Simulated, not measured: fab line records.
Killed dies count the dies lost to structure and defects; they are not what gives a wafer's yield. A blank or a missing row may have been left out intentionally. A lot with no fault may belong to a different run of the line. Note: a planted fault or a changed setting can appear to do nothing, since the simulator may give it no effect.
The tool behind it: which one? + flow n5 finfet + Sampling: 15 lots, 45 wafers, 2 of 1938 route steps

## WHAT THE GAUGES SHOWED, per wafer
N5_SD_ACTIVATION_INSPECT_02: inspects for defects (darkfield). Usual: raw defect count 188, standard deviation 41.
| lot  | measured    | on                | raw defect count | flag |
|------|-------------|-------------------|------------------|------|
| L925 | day 3 15:46 | defect inspect-02 | 184 134 182      |      |
| L926 | day 3 22:31 | defect inspect-01 | 159 141 129      |      |
| L927 | day 4 04:14 | defect inspect-01 | 223 266 212      |      |
| L928 | day 4 12:25 | defect inspect-02 | 145 215 167      |      |
| L930 | day 4 23:44 | defect inspect-01 | 189 159 201      |      |
| L931 | day 5 03:46 | defect inspect-02 | 112 142 179      |      |
| L932 | day 5 11:17 | defect inspect-02 | 137 138 153      |      |
| L933 | day 5 17:03 | defect inspect-01 | 161 182 127      |      |
| L934 | day 5 21:58 | defect inspect-01 | 153 185 142      |      |
| L935 | day 6 07:25 | defect inspect-02 | 158 147 160      |      |
| L936 | day 6 10:07 | defect inspect-01 | 196 176 131      |      |
| L942 | day 8 00:12 | defect inspect-01 | 148 185 284      |      |
| L943 | day 8 02:11 | defect inspect-01 | 215 166 177      |      |
| L944 | day 8 13:31 | defect inspect-01 | 208 385 209      |      |
| L947 | day 9 03:50 | defect inspect-02 | 133 209 183      |      |

## TOOL THAT RAN EACH LOT (tool first, then ch and the chambers of the sampled wafers, then the start)
| lot  | N5_SD_ACTIVATION_RTA_00         |
|------|---------------------------------|
| L925 | rtp anneal-01 ch 0, day 3 15:03 |
| L926 | rtp anneal-02 ch 0, day 3 21:50 |
| L927 | rtp anneal-01 ch 0, day 4 03:32 |
| L928 | rtp anneal-02 ch 0, day 4 11:41 |
| L930 | rtp anneal-01 ch 0, day 4 23:00 |
| L931 | rtp anneal-01 ch 0, day 5 03:03 |
| L932 | rtp anneal-02 ch 0, day 5 10:34 |
| L933 | rtp anneal-01 ch 0, day 5 16:21 |
| L934 | rtp anneal-01 ch 0, day 5 21:14 |
| L935 | rtp anneal-01 ch 0, day 6 06:43 |
| L936 | rtp anneal-02 ch 0, day 6 09:23 |
| L942 | rtp anneal-02 ch 0, day 7 23:31 |
| L943 | rtp anneal-01 ch 0, day 8 01:28 |
| L944 | rtp anneal-02 ch 0, day 8 12:47 |
| L947 | rtp anneal-02 ch 0, day 9 03:08 |
- N5_SD_ACTIVATION_RTA_00: time 0 s.

## AS READ BY THE TOOLS THEMSELVES (means over the sampled wafers that have a number; for cases with no such wafer, the mark the record gives instead)
N5_SD_ACTIVATION_RTA_00. Usual: lamp power pct 8.96 %, standard deviation 0.055; wafer_temp_C_max 974.8, standard deviation 2.1.
| lot  | tool          | lamp power pct (%) | wafer_temp_C_max | flag |
|------|---------------|--------------------|------------------|------|
| L925 | rtp anneal-01 | 9.00               | 975.3            |      |
| L926 | rtp anneal-02 | 8.96               | 976.0            |      |
| L927 | rtp anneal-01 | 8.95               | 973.7            |      |
| L928 | rtp anneal-02 | 8.96               | 974.7            |      |
| L930 | rtp anneal-01 | 8.89               | 973.8            |      |
| L931 | rtp anneal-01 | 8.99               | 975.9            |      |
| L932 | rtp anneal-02 | 8.91               | 972.8            |      |
| L933 | rtp anneal-01 | 8.96               | 975.6            |      |
| L934 | rtp anneal-01 | 8.95               | 974.6            |      |
| L935 | rtp anneal-01 | 8.99               | 975.9            |      |
| L936 | rtp anneal-02 | 9.03               | 973.7            |      |
| L942 | rtp anneal-02 | 8.93               | 975.7            |      |
| L943 | rtp anneal-01 | 8.93               | 976.8            |      |
| L944 | rtp anneal-02 | 8.95               | 972.1            |      |
| L947 | rtp anneal-02 | 8.99               | 975.0            |      |

## THE ANSWER, worked out from the rows above alone
Rule: take the mean of a lot's wafers that have a number; if it is more than 3 standard deviations from the usual mean, the lot is off. A lot without any number at a reading at which 4 lots or more have one is off too. The other lots that the step has rows for count as sound. The gauges are gone through in route order, then the tools' own readings, and for those a lot's mean is taken as printed above. The first step at which some lot is off is used, and at that step the reading that is off furthest; a lot without a number counts as furthest.
Across all readings shown, no lot is off: no conclusion can be drawn from this.

## WHAT WAS PUT IN BY THE SIMULATOR
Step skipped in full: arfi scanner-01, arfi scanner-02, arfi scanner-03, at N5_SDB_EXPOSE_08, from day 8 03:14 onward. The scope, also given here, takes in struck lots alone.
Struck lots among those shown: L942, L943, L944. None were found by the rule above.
